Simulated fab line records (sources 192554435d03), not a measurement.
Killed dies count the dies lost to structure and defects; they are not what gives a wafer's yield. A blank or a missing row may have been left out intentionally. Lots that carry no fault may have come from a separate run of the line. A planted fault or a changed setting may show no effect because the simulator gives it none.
fab line records :: flow n5_finfet
[record]
  lots = 13
  wafers = 35
  last_day = 18
route steps=1938 shown BEOL_M10@1520 BEOL_M11@1539
lots that met no fault: from a run of the same line without faults
start_h: hours from the record's first day to the start of the lot's first wafer shown :: wait_h: hours since the lot's step before :: " the same as in the row above :: L1.1+2: a row that stands for several wafers :: - no value, or no start given :: * or withheld: withheld :: < > ~ a bound
route shown NAME@n: NAME is a module with steps in the file, n the number in the route of the first one :: usual: mean and standard deviation over wafers with no fault :: same: alike in all rows :: chamber/n: place in a boat :: sites: each site's reading :: _std_site: how widely they spread, as a standard deviation :: _edge_site: mean of outer sites minus mean of inner sites :: radius_mm: how far each site lies from the wafer's centre :: mask NAME#n: copy n :: behind: the most recent tool/chamber to have shaped the wafer :: hold: the reason the lot was held/the length of the hold in hours/how it ended :: device: which transistor (n, p or np) failed to switch :: end of line: the tests these same wafers got at the end of their route :: step lacking rows: just its recipe :: killed: dies lost to structure and defects at the first sort, not the wafer's yield :: map: shows each die of a wafer: x if killed, . if not, _ if none is there
set.NAME: the setting as run; set.NAME@STEP: as run at that earlier step :: model.NAME: the simulator's own value behind a step, which no gauge read
route steps across a sampled set of lots; one table per step, one row per wafer
services: a tool's chamber out of use, with start hour (start_h, from the record's first day; less than 0 if before it), hours out, and reason
[[steps]]
[step N5_BEOL_M10_CD_MEAS_35]
[recipe]
  target_cd_nm = 70
  polarity = opening
[usual]
  cd_nm = 69.6/0.89
lot.wafer: L450.1
tool: cd_sem-03
chamber: -
start_h: 215.89
wait_h: 0.0
cd_nm: 69.5

lot.wafer: L450.2
tool: cd_sem-03
chamber: -
start_h: 215.89
wait_h: 0.0
cd_nm: 68.9

lot.wafer: L450.3
tool: cd_sem-03
chamber: -
start_h: 215.89
wait_h: 0.0
cd_nm: 68.9

lot.wafer: L451.1
tool: cd_sem-01
chamber: -
start_h: 217.84
wait_h: 0.0
cd_nm: 71.0

lot.wafer: L451.4
tool: cd_sem-01
chamber: -
start_h: 217.84
wait_h: 0.0
cd_nm: 71.9

lot.wafer: L451.6
tool: cd_sem-01
chamber: -
start_h: 217.84
wait_h: 0.0
cd_nm: 71.1

lot.wafer: L453.5
tool: cd_sem-03
chamber: -
start_h: 233.41
wait_h: 0.0
cd_nm: 70.1

lot.wafer: L453.6
tool: cd_sem-03
chamber: -
start_h: 233.41
wait_h: 0.0
cd_nm: 69.8

lot.wafer: L455.1
tool: cd_sem-03
chamber: -
start_h: 238.81
wait_h: 0.0
cd_nm: 68.0

lot.wafer: L455.2
tool: cd_sem-03
chamber: -
start_h: 238.81
wait_h: 0.0
cd_nm: 69.5

lot.wafer: L455.3
tool: cd_sem-03
chamber: -
start_h: 238.81
wait_h: 0.0
cd_nm: 70.0

lot.wafer: L459.3
tool: cd_sem-01
chamber: -
start_h: 263.91
wait_h: 0.0
cd_nm: 68.0

lot.wafer: L459.4
tool: cd_sem-01
chamber: -
start_h: 263.91
wait_h: 0.0
cd_nm: 69.0

lot.wafer: L461.1
tool: cd_sem-01
chamber: -
start_h: 291.60
wait_h: 0.0
cd_nm: 70.4

lot.wafer: L461.2
tool: cd_sem-01
chamber: -
start_h: 291.60
wait_h: 0.0
cd_nm: 70.2

lot.wafer: L461.3
tool: cd_sem-01
chamber: -
start_h: 291.60
wait_h: 0.0
cd_nm: 71.0

lot.wafer: L462.3
tool: cd_sem-02
chamber: -
start_h: 306.04
wait_h: 0.0
cd_nm: 71.4

lot.wafer: L462.4
tool: cd_sem-02
chamber: -
start_h: 306.04
wait_h: 0.0
cd_nm: 69.3

lot.wafer: L462.6
tool: cd_sem-02
chamber: -
start_h: 306.04
wait_h: 0.0
cd_nm: 69.5

lot.wafer: L466.2
tool: cd_sem-02
chamber: -
start_h: 328.94
wait_h: 0.0
cd_nm: 69.7

lot.wafer: L466.3
tool: cd_sem-02
chamber: -
start_h: 328.94
wait_h: 0.0
cd_nm: 69.5

lot.wafer: L467.1
tool: cd_sem-01
chamber: -
start_h: 335.70
wait_h: 0.0
cd_nm: 70.5

lot.wafer: L467.5
tool: cd_sem-01
chamber: -
start_h: 335.70
wait_h: 0.0
cd_nm: 70.5

lot.wafer: L467.6
tool: cd_sem-01
chamber: -
start_h: 335.70
wait_h: 0.0
cd_nm: 69.9

lot.wafer: L470.2
tool: cd_sem-01
chamber: -
start_h: 345.15
wait_h: 0.0
cd_nm: 68.8

lot.wafer: L470.5
tool: cd_sem-01
chamber: -
start_h: 345.15
wait_h: 0.0
cd_nm: 69.5

lot.wafer: L469.2
tool: cd_sem-01
chamber: -
start_h: 348.18
wait_h: 0.0
cd_nm: 70.5

lot.wafer: L469.4
tool: cd_sem-01
chamber: -
start_h: 348.18
wait_h: 0.0
cd_nm: 67.7

lot.wafer: L469.6
tool: cd_sem-01
chamber: -
start_h: 348.18
wait_h: 0.0
cd_nm: 68.8

lot.wafer: L472.1
tool: cd_sem-03
chamber: -
start_h: 366.50
wait_h: 0.0
cd_nm: 69.6

lot.wafer: L472.4
tool: cd_sem-03
chamber: -
start_h: 366.50
wait_h: 0.0
cd_nm: 68.9

lot.wafer: L472.6
tool: cd_sem-03
chamber: -
start_h: 366.50
wait_h: 0.0
cd_nm: 69.6

lot.wafer: L473.2
tool: cd_sem-01
chamber: -
start_h: 388.45
wait_h: 0.0
cd_nm: 69.1

lot.wafer: L473.5
tool: cd_sem-01
chamber: -
start_h: 388.45
wait_h: 0.0
cd_nm: 69.8

lot.wafer: L473.6
tool: cd_sem-01
chamber: -
start_h: 388.45
wait_h: 0.0
cd_nm: 68.7
[step N5_BEOL_M10_RS_MEAS_57]
[recipe]
  thk_meas_gauge = four-point-probe
  reads = Cu_of_BEOL_M10_ECD_50+Co_of_BEOL_M10_CVD_75+TaN_of_BEOL_M10_ALD_74
[usual]
  M10_RS = 0.152/0.0049
lot.wafer: L450.1
tool: film_metro-01
chamber: -
start_h: 218.75
wait_h: 0.1
M10_RS[ohm/sq]: 0.160

lot.wafer: L450.2
tool: film_metro-01
chamber: -
start_h: 218.75
wait_h: 0.1
M10_RS[ohm/sq]: 0.157

lot.wafer: L450.3
tool: film_metro-01
chamber: -
start_h: 218.75
wait_h: 0.1
M10_RS[ohm/sq]: 0.147

lot.wafer: L451.1
tool: film_metro-01
chamber: -
start_h: 221.56
wait_h: 0.1
M10_RS[ohm/sq]: 0.157

lot.wafer: L451.4
tool: film_metro-01
chamber: -
start_h: 221.56
wait_h: 0.1
M10_RS[ohm/sq]: 0.151

lot.wafer: L451.6
tool: film_metro-01
chamber: -
start_h: 221.56
wait_h: 0.1
M10_RS[ohm/sq]: 0.157

lot.wafer: L453.5
tool: film_metro-01
chamber: -
start_h: 235.97
wait_h: 0.0
M10_RS[ohm/sq]: 0.148

lot.wafer: L453.6
tool: film_metro-01
chamber: -
start_h: 235.97
wait_h: 0.0
M10_RS[ohm/sq]: 0.144

lot.wafer: L455.1
tool: film_metro-01
chamber: -
start_h: 241.10
wait_h: 0.1
M10_RS[ohm/sq]: 0.152

lot.wafer: L455.2
tool: film_metro-01
chamber: -
start_h: 241.10
wait_h: 0.1
M10_RS[ohm/sq]: 0.152

lot.wafer: L455.3
tool: film_metro-01
chamber: -
start_h: 241.10
wait_h: 0.1
M10_RS[ohm/sq]: 0.160

lot.wafer: L459.3
tool: film_metro-02
chamber: -
start_h: 266.15
wait_h: 0.1
M10_RS[ohm/sq]: 0.156

lot.wafer: L459.4
tool: film_metro-02
chamber: -
start_h: 266.15
wait_h: 0.1
M10_RS[ohm/sq]: 0.149

lot.wafer: L461.1
tool: film_metro-01
chamber: -
start_h: 293.70
wait_h: 0.1
M10_RS[ohm/sq]: 0.158

lot.wafer: L461.2
tool: film_metro-01
chamber: -
start_h: 293.70
wait_h: 0.1
M10_RS[ohm/sq]: 0.153

lot.wafer: L461.3
tool: film_metro-01
chamber: -
start_h: 293.70
wait_h: 0.1
M10_RS[ohm/sq]: 0.146

lot.wafer: L462.3
tool: film_metro-02
chamber: -
start_h: 308.60
wait_h: 0.1
M10_RS[ohm/sq]: 0.148

lot.wafer: L462.4
tool: film_metro-02
chamber: -
start_h: 308.60
wait_h: 0.1
M10_RS[ohm/sq]: 0.159

lot.wafer: L462.6
tool: film_metro-02
chamber: -
start_h: 308.60
wait_h: 0.1
M10_RS[ohm/sq]: 0.146

lot.wafer: L466.2
tool: film_metro-02
chamber: -
start_h: 330.99
wait_h: 0.1
M10_RS[ohm/sq]: 0.154

lot.wafer: L466.3
tool: film_metro-02
chamber: -
start_h: 330.99
wait_h: 0.1
M10_RS[ohm/sq]: 0.154

lot.wafer: L467.1
tool: film_metro-02
chamber: -
start_h: 338.47
wait_h: 0.1
M10_RS[ohm/sq]: 0.150

lot.wafer: L467.5
tool: film_metro-02
chamber: -
start_h: 338.47
wait_h: 0.1
M10_RS[ohm/sq]: 0.155

lot.wafer: L467.6
tool: film_metro-02
chamber: -
start_h: 338.47
wait_h: 0.1
M10_RS[ohm/sq]: 0.151

lot.wafer: L470.2
tool: film_metro-02
chamber: -
start_h: 347.19
wait_h: 0.1
M10_RS[ohm/sq]: 0.153

lot.wafer: L470.5
tool: film_metro-02
chamber: -
start_h: 347.19
wait_h: 0.1
M10_RS[ohm/sq]: 0.151

lot.wafer: L469.2
tool: film_metro-02
chamber: -
start_h: 352.00
wait_h: 0.1
M10_RS[ohm/sq]: 0.152

lot.wafer: L469.4
tool: film_metro-02
chamber: -
start_h: 352.00
wait_h: 0.1
M10_RS[ohm/sq]: 0.158

lot.wafer: L469.6
tool: film_metro-02
chamber: -
start_h: 352.00
wait_h: 0.1
M10_RS[ohm/sq]: 0.153

lot.wafer: L472.1
tool: film_metro-02
chamber: -
start_h: 369.49
wait_h: 0.1
M10_RS[ohm/sq]: 0.153

lot.wafer: L472.4
tool: film_metro-02
chamber: -
start_h: 369.49
wait_h: 0.1
M10_RS[ohm/sq]: 0.154

lot.wafer: L472.6
tool: film_metro-02
chamber: -
start_h: 369.49
wait_h: 0.1
M10_RS[ohm/sq]: 0.150

lot.wafer: L473.2
tool: film_metro-02
chamber: -
start_h: 390.86
wait_h: 0.1
M10_RS[ohm/sq]: 0.160

lot.wafer: L473.5
tool: film_metro-02
chamber: -
start_h: 390.86
wait_h: 0.1
M10_RS[ohm/sq]: 0.146

lot.wafer: L473.6
tool: film_metro-02
chamber: -
start_h: 390.86
wait_h: 0.1
M10_RS[ohm/sq]: 0.153
[step N5_BEOL_M11_PECVD_70]
[recipe]
  material = SiO2
  target_thk_a = 200
  temp_c = 400
  precursor = TEOS/O2
  pressure_torr = 5.5
  rf_w = 450
  teos_flow_sccm = 53.8
  gas = O2
  flow_sccm = 3000
  time_s = 22.7
[usual]
  heater_power_w = 728/130
  showerhead_plenum_p_Torr = 8.81/0.085
  susceptor_temp_C = 400.00/0.22
  throttle_valve_pct = 22.5/0.66
lot.wafer: L450.1
tool: pecvd-03
chamber: 0
start_h: 219.50
wait_h: 0.0
heater_power_w: 699
showerhead_plenum_p_Torr: 8.70
susceptor_temp_C: 400.14
throttle_valve_pct: 22.4

lot.wafer: L450.2
tool: pecvd-03
chamber: 2
start_h: 219.50
wait_h: 0.0
heater_power_w: 669
showerhead_plenum_p_Torr: 8.77
susceptor_temp_C: 400.17
throttle_valve_pct: 21.2

lot.wafer: L450.3
tool: pecvd-03
chamber: 1
start_h: 219.50
wait_h: 0.0
heater_power_w: 603
showerhead_plenum_p_Torr: 8.79
susceptor_temp_C: 399.87
throttle_valve_pct: 23.3

lot.wafer: L451.1
tool: pecvd-04
chamber: 1
start_h: 222.26
wait_h: 0.0
heater_power_w: 879
showerhead_plenum_p_Torr: 8.81
susceptor_temp_C: 399.99
throttle_valve_pct: 22.0

lot.wafer: L451.4
tool: pecvd-04
chamber: 2
start_h: 222.26
wait_h: 0.0
heater_power_w: 1001
showerhead_plenum_p_Torr: 8.95
susceptor_temp_C: 400.18
throttle_valve_pct: 22.0

lot.wafer: L451.6
tool: pecvd-04
chamber: 0
start_h: 222.26
wait_h: 0.0
heater_power_w: 714
showerhead_plenum_p_Torr: 8.87
susceptor_temp_C: 400.01
throttle_valve_pct: 22.4

lot.wafer: L453.5
tool: pecvd-03
chamber: 0
start_h: 236.67
wait_h: 0.1
heater_power_w: 754
showerhead_plenum_p_Torr: 8.73
susceptor_temp_C: 399.68
throttle_valve_pct: 22.5

lot.wafer: L453.6
tool: pecvd-03
chamber: 2
start_h: 236.67
wait_h: 0.1
heater_power_w: 669
showerhead_plenum_p_Torr: 8.78
susceptor_temp_C: 400.01
throttle_valve_pct: 21.3

lot.wafer: L455.1
tool: pecvd-03
chamber: 1
start_h: 241.79
wait_h: 0.0
heater_power_w: 740
showerhead_plenum_p_Torr: 8.78
susceptor_temp_C: 399.91
throttle_valve_pct: 23.4

lot.wafer: L455.2
tool: pecvd-03
chamber: 0
start_h: 241.79
wait_h: 0.0
heater_power_w: 749
showerhead_plenum_p_Torr: 8.71
susceptor_temp_C: 400.24
throttle_valve_pct: 22.7

lot.wafer: L455.3
tool: pecvd-03
chamber: 2
start_h: 241.79
wait_h: 0.0
heater_power_w: 644
showerhead_plenum_p_Torr: 8.75
susceptor_temp_C: 399.98
throttle_valve_pct: 21.2

lot.wafer: L459.3
tool: pecvd-03
chamber: 0
start_h: 266.84
wait_h: 0.0
heater_power_w: 716
showerhead_plenum_p_Torr: 8.73
susceptor_temp_C: 399.81
throttle_valve_pct: 22.3

lot.wafer: L459.4
tool: pecvd-03
chamber: 2
start_h: 266.84
wait_h: 0.0
heater_power_w: 603
showerhead_plenum_p_Torr: 8.78
susceptor_temp_C: 399.99
throttle_valve_pct: 20.9

lot.wafer: L461.1
tool: pecvd-02
chamber: 1
start_h: 294.39
wait_h: 0.0
heater_power_w: 658
showerhead_plenum_p_Torr: 8.88
susceptor_temp_C: 404.52
throttle_valve_pct: 23.3

lot.wafer: L461.2
tool: pecvd-02
chamber: 2
start_h: 294.39
wait_h: 0.0
heater_power_w: 563
showerhead_plenum_p_Torr: 8.65
susceptor_temp_C: 404.42
throttle_valve_pct: 22.8

lot.wafer: L461.3
tool: pecvd-02
chamber: 0
start_h: 294.39
wait_h: 0.0
heater_power_w: 660
showerhead_plenum_p_Torr: 8.85
susceptor_temp_C: 404.40
throttle_valve_pct: 22.9

lot.wafer: L462.3
tool: pecvd-02
chamber: 2
start_h: 309.29
wait_h: 0.0
heater_power_w: 670
showerhead_plenum_p_Torr: 8.68
susceptor_temp_C: 404.22
throttle_valve_pct: 22.6

lot.wafer: L462.4
tool: pecvd-02
chamber: 0
start_h: 309.29
wait_h: 0.0
heater_power_w: 719
showerhead_plenum_p_Torr: 8.87
susceptor_temp_C: 404.20
throttle_valve_pct: 22.6

lot.wafer: L462.6
tool: pecvd-02
chamber: 1
start_h: 309.29
wait_h: 0.0
heater_power_w: 747
showerhead_plenum_p_Torr: 8.88
susceptor_temp_C: 403.82
throttle_valve_pct: 23.5

lot.wafer: L466.2
tool: pecvd-04
chamber: 2
start_h: 331.72
wait_h: 0.0
heater_power_w: 1043
showerhead_plenum_p_Torr: 8.96
susceptor_temp_C: 400.11
throttle_valve_pct: 22.2

lot.wafer: L466.3
tool: pecvd-04
chamber: 1
start_h: 331.72
wait_h: 0.0
heater_power_w: 761
showerhead_plenum_p_Torr: 8.80
susceptor_temp_C: 400.21
throttle_valve_pct: 22.0

lot.wafer: L467.1
tool: pecvd-04
chamber: 1
start_h: 339.19
wait_h: 0.0
heater_power_w: 901
showerhead_plenum_p_Torr: 8.81
susceptor_temp_C: 399.74
throttle_valve_pct: 21.9

lot.wafer: L467.5
tool: pecvd-04
chamber: 2
start_h: 339.19
wait_h: 0.0
heater_power_w: 1048
showerhead_plenum_p_Torr: 8.98
susceptor_temp_C: 400.23
throttle_valve_pct: 22.2

lot.wafer: L467.6
tool: pecvd-04
chamber: 1
start_h: 339.19
wait_h: 0.0
heater_power_w: 904
showerhead_plenum_p_Torr: 8.83
susceptor_temp_C: 399.68
throttle_valve_pct: 22.1

lot.wafer: L470.2
tool: pecvd-03
chamber: 1
start_h: 347.91
wait_h: 0.0
heater_power_w: 612
showerhead_plenum_p_Torr: 8.79
susceptor_temp_C: 400.13
throttle_valve_pct: 23.4

lot.wafer: L470.5
tool: pecvd-03
chamber: 1
start_h: 347.91
wait_h: 0.0
heater_power_w: 629
showerhead_plenum_p_Torr: 8.77
susceptor_temp_C: 400.07
throttle_valve_pct: 23.4

lot.wafer: L469.2
tool: pecvd-03
chamber: 1
start_h: 352.69
wait_h: 0.0
heater_power_w: 688
showerhead_plenum_p_Torr: 8.80
susceptor_temp_C: 399.58
throttle_valve_pct: 23.2

lot.wafer: L469.4
tool: pecvd-03
chamber: 0
start_h: 352.69
wait_h: 0.0
heater_power_w: 727
showerhead_plenum_p_Torr: 8.73
susceptor_temp_C: 400.10
throttle_valve_pct: 22.8

lot.wafer: L469.6
tool: pecvd-03
chamber: 1
start_h: 352.69
wait_h: 0.0
heater_power_w: 698
showerhead_plenum_p_Torr: 8.78
susceptor_temp_C: 399.45
throttle_valve_pct: 23.4

lot.wafer: L472.1
tool: pecvd-03
chamber: 2
start_h: 370.39
wait_h: 0.0
heater_power_w: 659
showerhead_plenum_p_Torr: 8.76
susceptor_temp_C: 400.71
throttle_valve_pct: 21.7

lot.wafer: L472.4
tool: pecvd-03
chamber: 2
start_h: 370.39
wait_h: 0.0
heater_power_w: 647
showerhead_plenum_p_Torr: 8.78
susceptor_temp_C: 400.42
throttle_valve_pct: 21.6

lot.wafer: L472.6
tool: pecvd-03
chamber: 0
start_h: 370.39
wait_h: 0.0
heater_power_w: 697
showerhead_plenum_p_Torr: 8.71
susceptor_temp_C: 399.87
throttle_valve_pct: 22.5

lot.wafer: L473.2
tool: pecvd-03
chamber: 2
start_h: 391.55
wait_h: 0.0
heater_power_w: 606
showerhead_plenum_p_Torr: 8.77
susceptor_temp_C: 399.77
throttle_valve_pct: 21.7

lot.wafer: L473.5
tool: pecvd-03
chamber: 1
start_h: 391.55
wait_h: 0.0
heater_power_w: 731
showerhead_plenum_p_Torr: 8.81
susceptor_temp_C: 399.80
throttle_valve_pct: 23.2

lot.wafer: L473.6
tool: pecvd-03
chamber: 2
start_h: 391.55
wait_h: 0.0
heater_power_w: 612
showerhead_plenum_p_Torr: 8.79
susceptor_temp_C: 400.28
throttle_valve_pct: 21.6
[step N5_BEOL_M11_OVL_MEAS_12]
[recipe]
  points_per_wafer = 44
[usual]
  M11_OVL = 0.1/0.77
lot.wafer: L450.1
tool: overlay-02
chamber: 0
start_h: 221.09
wait_h: 0.0
M11_OVL[nm]: 0.6

lot.wafer: L450.2
tool: overlay-02
chamber: 0
start_h: 221.09
wait_h: 0.0
M11_OVL[nm]: -0.4

lot.wafer: L450.3
tool: overlay-02
chamber: 0
start_h: 221.09
wait_h: 0.0
M11_OVL[nm]: -0.9

lot.wafer: L451.1
tool: overlay-02
chamber: 0
start_h: 225.87
wait_h: 0.0
M11_OVL[nm]: -1.8

lot.wafer: L451.4
tool: overlay-02
chamber: 0
start_h: 225.87
wait_h: 0.0
M11_OVL[nm]: -1.8

lot.wafer: L451.6
tool: overlay-02
chamber: 0
start_h: 225.87
wait_h: 0.0
M11_OVL[nm]: -1.2

lot.wafer: L453.5
tool: overlay-01
chamber: 0
start_h: 237.63
wait_h: 0.0
M11_OVL[nm]: -0.2

lot.wafer: L453.6
tool: overlay-01
chamber: 0
start_h: 237.63
wait_h: 0.0
M11_OVL[nm]: -0.7

lot.wafer: L455.1
tool: overlay-01
chamber: 0
start_h: 242.67
wait_h: 0.0
M11_OVL[nm]: 0.0

lot.wafer: L455.2
tool: overlay-01
chamber: 0
start_h: 242.67
wait_h: 0.0
M11_OVL[nm]: -0.2

lot.wafer: L455.3
tool: overlay-01
chamber: 0
start_h: 242.67
wait_h: 0.0
M11_OVL[nm]: -0.2

lot.wafer: L459.3
tool: overlay-02
chamber: 0
start_h: 269.99
wait_h: 0.0
M11_OVL[nm]: 0.0

lot.wafer: L459.4
tool: overlay-02
chamber: 0
start_h: 269.99
wait_h: 0.0
M11_OVL[nm]: 0.6

lot.wafer: L461.1
tool: overlay-02
chamber: 0
start_h: 295.77
wait_h: 0.0
M11_OVL[nm]: 0.1

lot.wafer: L461.2
tool: overlay-02
chamber: 0
start_h: 295.77
wait_h: 0.0
M11_OVL[nm]: 0.8

lot.wafer: L461.3
tool: overlay-02
chamber: 0
start_h: 295.77
wait_h: 0.0
M11_OVL[nm]: -0.5

lot.wafer: L462.3
tool: overlay-02
chamber: 0
start_h: 312.91
wait_h: 0.0
M11_OVL[nm]: 0.8

lot.wafer: L462.4
tool: overlay-02
chamber: 0
start_h: 312.91
wait_h: 0.0
M11_OVL[nm]: 0.8

lot.wafer: L462.6
tool: overlay-02
chamber: 0
start_h: 312.91
wait_h: 0.0
M11_OVL[nm]: 0.2

lot.wafer: L466.2
tool: overlay-01
chamber: 0
start_h: 333.02
wait_h: 0.0
M11_OVL[nm]: 0.7

lot.wafer: L466.3
tool: overlay-01
chamber: 0
start_h: 333.02
wait_h: 0.0
M11_OVL[nm]: 0.4

lot.wafer: L467.1
tool: overlay-02
chamber: 0
start_h: 342.61
wait_h: 0.0
M11_OVL[nm]: 0.4

lot.wafer: L467.5
tool: overlay-02
chamber: 0
start_h: 342.61
wait_h: 0.0
M11_OVL[nm]: 0.3

lot.wafer: L467.6
tool: overlay-02
chamber: 0
start_h: 342.61
wait_h: 0.0
M11_OVL[nm]: 0.7

lot.wafer: L470.2
tool: overlay-02
chamber: 0
start_h: 349.35
wait_h: 0.0
M11_OVL[nm]: -0.8

lot.wafer: L470.5
tool: overlay-02
chamber: 0
start_h: 349.35
wait_h: 0.0
M11_OVL[nm]: 0.8

lot.wafer: L469.2
tool: overlay-02
chamber: 0
start_h: 355.12
wait_h: 0.0
M11_OVL[nm]: -0.6

lot.wafer: L469.4
tool: overlay-02
chamber: 0
start_h: 355.12
wait_h: 0.0
M11_OVL[nm]: 1.3

lot.wafer: L469.6
tool: overlay-02
chamber: 0
start_h: 355.12
wait_h: 0.0
M11_OVL[nm]: 1.0

lot.wafer: L472.1
tool: overlay-02
chamber: 0
start_h: 372.10
wait_h: 0.0
M11_OVL[nm]: 0.4

lot.wafer: L472.4
tool: overlay-02
chamber: 0
start_h: 372.10
wait_h: 0.0
M11_OVL[nm]: -0.5

lot.wafer: L472.6
tool: overlay-02
chamber: 0
start_h: 372.10
wait_h: 0.0
M11_OVL[nm]: 0.9

lot.wafer: L473.2
tool: overlay-02
chamber: 0
start_h: 394.43
wait_h: 0.0
M11_OVL[nm]: 0.4

lot.wafer: L473.5
tool: overlay-02
chamber: 0
start_h: 394.43
wait_h: 0.0
M11_OVL[nm]: -0.5

lot.wafer: L473.6
tool: overlay-02
chamber: 0
start_h: 394.43
wait_h: 0.0
M11_OVL[nm]: 0.8
[[services]]
tool: pecvd-02
chamber: 0
start_h: 200.13
hours: 5.0
kind: scheduled_down

tool: pecvd-02
chamber: -
start_h: 239.60
hours: 1.0
kind: repair

tool: pecvd-04
chamber: 0
start_h: 328.05
hours: 5.5
kind: scheduled_down

tool: pecvd-02
chamber: 0
start_h: 346.60
hours: 2.1
kind: scheduled_down

tool: pecvd-03
chamber: 1
start_h: 350.32
hours: 2.1
kind: scheduled_down

tool: pecvd-04
chamber: -
start_h: 350.50
hours: 5.5
kind: pm

tool: pecvd-04
chamber: -
start_h: 359.46
hours: 1.0
kind: repair

tool: pecvd-04
chamber: -
start_h: 370.94
hours: 11.4
kind: repair

tool: pecvd-04
chamber: 1
start_h: 383.62
hours: -
kind: clean

tool: pecvd-04
chamber: 1
start_h: 383.62
hours: -
kind: consumable_replace:showerhead

tool: pecvd-04
chamber: 1
start_h: 383.62
hours: 29.0
kind: scheduled_down

tool: pecvd-04
chamber: 1
start_h: 383.62
hours: 29.0
kind: vent_cycle
[[key]]
[first_sign]
  step = N5_BEOL_M11_PECVD_70
  reading = susceptor_temp_C
  direction = up
  sigmas = 19
  usual = *
  struck = *
effect none on later readings
met_at N5_BEOL_M11_PECVD_70
struck_lots L461,L462
[baseline_loss]
  step = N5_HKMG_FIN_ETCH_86
  wafers = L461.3
not_acting_at N5_BEOL_M10_CD_MEAS_35,N5_BEOL_M10_RS_MEAS_57,N5_BEOL_M11_OVL_MEAS_12
[fault]
  kind = process_parameter_drift
  tool = pecvd-02
  chamber = -
  onset_h = 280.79
  steps = N5_BEOL_M11_PECVD_70
  channel = temp_c
  offset = *
  shape = step
  end_h = 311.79
  acts_in = *
  stated = *
// baseline_loss: these wafers lose ten dies or more at that step, a loss of the line's own and not of a fault; the sort's usual values leave them out
